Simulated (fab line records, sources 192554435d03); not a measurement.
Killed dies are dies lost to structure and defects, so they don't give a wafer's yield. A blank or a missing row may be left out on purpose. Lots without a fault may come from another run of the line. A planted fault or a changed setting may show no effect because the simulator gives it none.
Which tool did it? | flow n5_finfet | 11 lots, 33 wafers sampled, at 6 steps of a route of 1938

WHAT THE GAUGES READ, wafer by wafer
The record holds no reading of a measuring or inspecting step that can be judged against a usual standard deviation.

WHICH TOOL RAN EACH LOT (tool, then ch and the chambers of the sampled wafers, then the start)
lot  | N5_BEOL_M11_TRENCH_ETCH_37                    | N5_BEOL_M11_ECD_50             | N5_BEOL_M11_ANNEAL_51            | N5_BEOL_M11_CMP_52            | N5_BEOL_M11_DEP_56              | N5_PASSIVATION_PROBE_49
L877 | rie_diel-01 ch 0,2,3, day 10 15:43 or earlier | ecd_cu-01 ch 0,1, day 10 15:43 | rtp_anneal-02 ch 0, day 10 16:24 | cmp-03 ch 0,2,3, day 10 16:43 | pecvd-01 ch 0,1,2, day 10 17:02 | -
L878 | rie_diel-01 ch 0,3, day 11 04:12 or earlier   | ecd_cu-01 ch 0,1, day 11 04:12 | rtp_anneal-02 ch 0, day 11 04:29 | cmp-02 ch 2,3, day 11 04:49   | pecvd-01 ch 0,1, day 11 05:10   | -
L880 | rie_diel-03 ch 2,3, day 11 06:26 or earlier   | ecd_cu-02 ch 0,1, day 11 06:26 | rtp_anneal-02 ch 0, day 11 06:35 | cmp-02 ch 1,2,3, day 11 06:52 | pecvd-01 ch 0,1, day 11 07:13   | prober-02, day 12 21:35
L882 | rie_diel-01 ch 0,3, day 11 06:33 or earlier   | ecd_cu-01 ch 0,1, day 11 06:33 | rtp_anneal-01 ch 0, day 11 06:40 | cmp-03 ch 0,1, day 11 06:57   | pecvd-04 ch 0,1, day 11 07:19   | -
L883 | rie_diel-03 ch 0,1,2, day 12 06:31 or earlier | ecd_cu-01 ch 0,1, day 12 06:31 | rtp_anneal-01 ch 0, day 12 06:41 | cmp-04 ch 0,2,3, day 12 06:58 | pecvd-04 ch 0,1,2, day 12 07:15 | -
L885 | rie_diel-01 ch 1,2,3, day 12 12:22 or earlier | ecd_cu-01 ch 0,1, day 12 12:22 | rtp_anneal-01 ch 0, day 12 12:56 | cmp-03 ch 0,2, day 12 13:16   | pecvd-04 ch 0,1, day 12 13:35   | -
L886 | rie_diel-02 ch 0,1,2, day 12 21:13 or earlier | ecd_cu-01 ch 0,1, day 12 21:13 | rtp_anneal-02 ch 0, day 12 21:19 | cmp-02 ch 0,2, day 12 21:37   | pecvd-02 ch 0,2, day 12 21:59   | -
L897 | rie_diel-02 ch 0,1,2, day 15 23:13 or earlier | ecd_cu-01 ch 0,1, day 15 23:13 | rtp_anneal-02 ch 0, day 15 23:20 | cmp-04 ch 0,1,3, day 15 23:38 | pecvd-02 ch 0,1,2, day 15 23:59 | -
L898 | rie_diel-02 ch 1,2,3, day 16 02:06 or earlier | ecd_cu-01 ch 0, day 16 02:06   | rtp_anneal-01 ch 0, day 16 02:28 | cmp-02 ch 0,1,2, day 16 02:43 | pecvd-04 ch 0,1, day 16 03:05   | prober-02, day 17 16:29
L899 | rie_diel-03 ch 1,2, day 16 09:50 or earlier   | ecd_cu-01 ch 0,1, day 16 09:50 | rtp_anneal-02 ch 0, day 16 09:56 | cmp-03 ch 1,3, day 16 10:16   | pecvd-04 ch 0,2, day 16 10:35   | -
L900 | rie_diel-01 ch 2,3, day 16 14:37 or earlier   | ecd_cu-01 ch 0,1, day 16 14:37 | rtp_anneal-01 ch 0, day 16 14:47 | cmp-02 ch 0,1,2, day 16 15:00 | pecvd-01 ch 0,2, day 16 15:21   | -
- N5_BEOL_M11_TRENCH_ETCH_37: etches SiCOH lowk in C4F6/O2, target depth 148.83 nm, time 48 s.
- N5_BEOL_M11_ECD_50: material Cu, target thk 318 nm.
- N5_BEOL_M11_ANNEAL_51: time 90 s.
- N5_BEOL_M11_CMP_52: polishes, stops on SiCOH lowk, t overpolish 7 s, target thk 140 nm.
- N5_BEOL_M11_DEP_56: deposits SiCN from 3MS/NH3, target thk 30 nm, time 10.5 s.
- N5_PASSIVATION_PROBE_49

WHAT THE TOOLS THEMSELVES READ (means of the sampled wafers that have a number; where no wafer has one, the mark that the record gives instead)
N5_BEOL_M11_TRENCH_ETCH_37.
lot  | tool        | drypump_motor_current_A (A) | oes_product_au (a.u.) | rf_vpp_V (V) | showerhead_plenum_p_Torr (Torr) | throttle_valve_pct (%)
L877 | rie_diel-01 | 5.4                         | 0.84                  | 671          | 2.89                            | 20.86
L878 | rie_diel-01 | 5.7                         | 0.84                  | 672          | 2.97                            | 21.01
L880 | rie_diel-03 | 6.2                         | 0.86                  | 663          | 2.96                            | 20.77
L882 | rie_diel-01 | 5.7                         | 0.83                  | 672          | 2.97                            | 21.02
L883 | rie_diel-03 | 6.2                         | 0.81                  | 666          | 2.90                            | 20.74
L885 | rie_diel-01 | 5.4                         | 0.81                  | 671          | 2.83                            | 20.82
L886 | rie_diel-02 | 5.7                         | 0.81                  | 664          | 2.83                            | 20.88
L897 | rie_diel-02 | 5.7                         | 0.79                  | 663          | 2.82                            | 20.90
L898 | rie_diel-02 | 5.3                         | 0.84                  | 664          | 2.81                            | 20.98
L899 | rie_diel-03 | 6.5                         | 0.92                  | 664          | 2.94                            | 20.71
L900 | rie_diel-01 | 5.1                         | 0.79                  | 669          | 2.78                            | 20.76

N5_BEOL_M11_ANNEAL_51.
lot  | tool          | wafer_temp_C_max
L877 | rtp_anneal-02 | 226.5
L878 | rtp_anneal-02 | 226.6
L880 | rtp_anneal-02 | 226.3
L882 | rtp_anneal-01 | 225.6
L883 | rtp_anneal-01 | 225.9
L885 | rtp_anneal-01 | 225.8
L886 | rtp_anneal-02 | 226.3
L897 | rtp_anneal-02 | 226.8
L898 | rtp_anneal-01 | 225.8
L899 | rtp_anneal-02 | 226.5
L900 | rtp_anneal-01 | 225.4

N5_BEOL_M11_CMP_52.
lot  | tool   | motor_current_A (A) | platen_rpm (rpm) | time_to_endpoint_s (s)
L877 | cmp-03 | 6.5                 | 50.02            | 63.4
L878 | cmp-02 | 5.8                 | 50.00            | 66.8
L880 | cmp-02 | 6.2                 | 50.02            | 65.2
L882 | cmp-03 | 6.3                 | 50.00            | 68.9
L883 | cmp-04 | 6.1                 | 50.00            | 66.4
L885 | cmp-03 | 6.8                 | 49.99            | 86.4
L886 | cmp-02 | 5.5                 | 50.02            | 77.6
L897 | cmp-04 | 6.2                 | 49.99            | 65.9
L898 | cmp-02 | 6.0                 | 49.98            | 68.5
L899 | cmp-03 | 6.4                 | 49.98            | 63.9
L900 | cmp-02 | 5.7                 | 50.02            | 67.2

N5_BEOL_M11_DEP_56.
lot  | tool     | showerhead_plenum_p_Torr (Torr) | throttle_valve_pct (%)
L877 | pecvd-01 | 4.165                           | 18.1
L878 | pecvd-01 | 4.170                           | 18.8
L880 | pecvd-01 | 4.175                           | 18.6
L882 | pecvd-04 | 4.169                           | 16.9
L883 | pecvd-04 | 4.177                           | 17.2
L885 | pecvd-04 | 4.167                           | 17.0
L886 | pecvd-02 | 4.134                           | 18.9
L897 | pecvd-02 | 4.147                           | 18.7
L898 | pecvd-04 | 4.178                           | 17.1
L899 | pecvd-04 | 4.177                           | 17.5
L900 | pecvd-01 | 4.158                           | 18.2

N5_PASSIVATION_PROBE_49.
lot  | tool      | defect_limited_yield (%) | killed_at_M0_to_M3 | killed_at_M4_up | killed_at_contacts | killed_at_front_end | killed_at_other | killed_dies | killed_open | killed_short | sort_bin_5_function (%) | sort_bin_6_memory (%) | sort_n_pass | sort_yield_pct (%)
L880 | prober-02 | 91.5                     | 42                 | 11              | 9                  | 34                  | 4.0             | 100         | 63          | 36           | 5.1                     | 3.0                   | 1080        | 91.5
L898 | prober-02 | 91.7                     | 36                 | 15              | 14                 | 32                  | 1.3             | 98          | 60          | 34           | 4.8                     | 2.9                   | 1082        | 91.7

THE ANSWER, worked out from the rows above alone
Rule: what is usual is taken from the lots themselves. Put in order of their means at a reading, lots are off if they are a third of the lots or fewer, leave a main group of 4 or more, and stand apart from it by a gap of 3 or more times the standard deviation of the main group's means; of several such gaps the widest counts. A main group whose means are all the same, to the digits that the tables above print for the reading, isn't used. A lot without any number at a reading at which 4 lots or more have one is off too. The other lots that the step has rows for count as sound. The gauges are gone through in route order, then the tools' own readings, and for those a lot's mean is taken as printed above. The first step at which some lot is off is used, and at that step the reading that is off furthest; a lot without a number counts as furthest.
Off: L885, L886, at N5_BEOL_M11_CMP_52 (time_to_endpoint_s). The main group: mean 66.2 s, standard deviation 1.8.
A tool fits if, at that step or a process step before it, it ran every lot that is off, and no sound lot after the first of them. N5_BEOL_M11_TRENCH_ETCH_37 gives no start for some lots, so the hours and the order of its lots are those of N5_BEOL_M11_ECD_50. None of those tried fits.

WHAT THE SIMULATOR HAD PUT IN
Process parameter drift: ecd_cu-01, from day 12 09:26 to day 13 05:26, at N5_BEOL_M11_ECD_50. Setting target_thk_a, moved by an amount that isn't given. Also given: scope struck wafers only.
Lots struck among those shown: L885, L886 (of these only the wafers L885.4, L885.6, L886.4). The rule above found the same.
